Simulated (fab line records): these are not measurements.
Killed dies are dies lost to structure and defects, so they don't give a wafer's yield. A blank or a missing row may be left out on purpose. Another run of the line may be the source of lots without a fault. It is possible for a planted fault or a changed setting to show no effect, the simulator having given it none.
Chamber matching + flow n5-finfet + N5_BEOL_M1_PECVD_72 on pecvd-03 has 3 sister chambers
The step deposits SiO2 from TEOS/O2, target thk 16 nm, time 18 s. 6 wafers are shown with their chamber, then 7 later ones without.

== WAFERS PAIRED WITH THEIR CHAMBERS ==
| wafer  | chamber | throttle-valve-pct (%) | showerhead-plenum-p-Torr (Torr) |
|--------|---------|------------------------|---------------------------------|
| L479.6 | 1       | 24.6                   | 8.81                            |
| L481.3 | 0       | 23.4                   | 8.80                            |
| L481.4 | 2       | 21.0                   | 8.70                            |
| L481.5 | 0       | 22.9                   | 8.82                            |
| L487.4 | 2       | 20.8                   | 8.73                            |
| L487.5 | 1       | 24.7                   | 8.83                            |

== WAFERS WITHOUT THEIR CHAMBER ==
| wafer  | throttle-valve-pct (%) | showerhead-plenum-p-Torr (Torr) |
|--------|------------------------|---------------------------------|
| L487.6 | 22.9                   | 8.82                            |
| L488.1 | 24.6                   | 8.80                            |
| L488.4 | 21.1                   | 8.70                            |
| L488.6 | 23.3                   | 8.81                            |
| L492.1 | 20.9                   | 8.71                            |
| L492.3 | 22.9                   | 8.80                            |
| L492.6 | 20.7                   | 8.71                            |

== THE CHAMBER EACH PASSED THROUGH ==
| wafer  | from the rows above | in truth |
|--------|---------------------|----------|
| L487.6 | 0                   | 0        |
| L488.1 | 1                   | 1        |
| L488.4 | 2                   | 2        |
| L488.6 | 0                   | 0        |
| L492.1 | 2                   | 2        |
| L492.3 | 0                   | 0        |
| L492.6 | 2                   | 2        |
Correctly placed: 7 of 7. Left unplaced by these rows: 0. Wrongly placed: 0.
How it was worked out, from the rows above alone: a wafer's distance from a chamber is the root of the sum, over the readings, of the square of ((its reading less the chamber's mean) divided by the reading's scatter). The wafer belongs to the nearest chamber; if the next one is less than 2 further off, it can't be placed. A chamber's mean is the mean of its shown wafers. The scatter: the root of (the sum of the squares of (reading less its chamber's mean) over the shown wafers, divided by (wafers less chambers)).
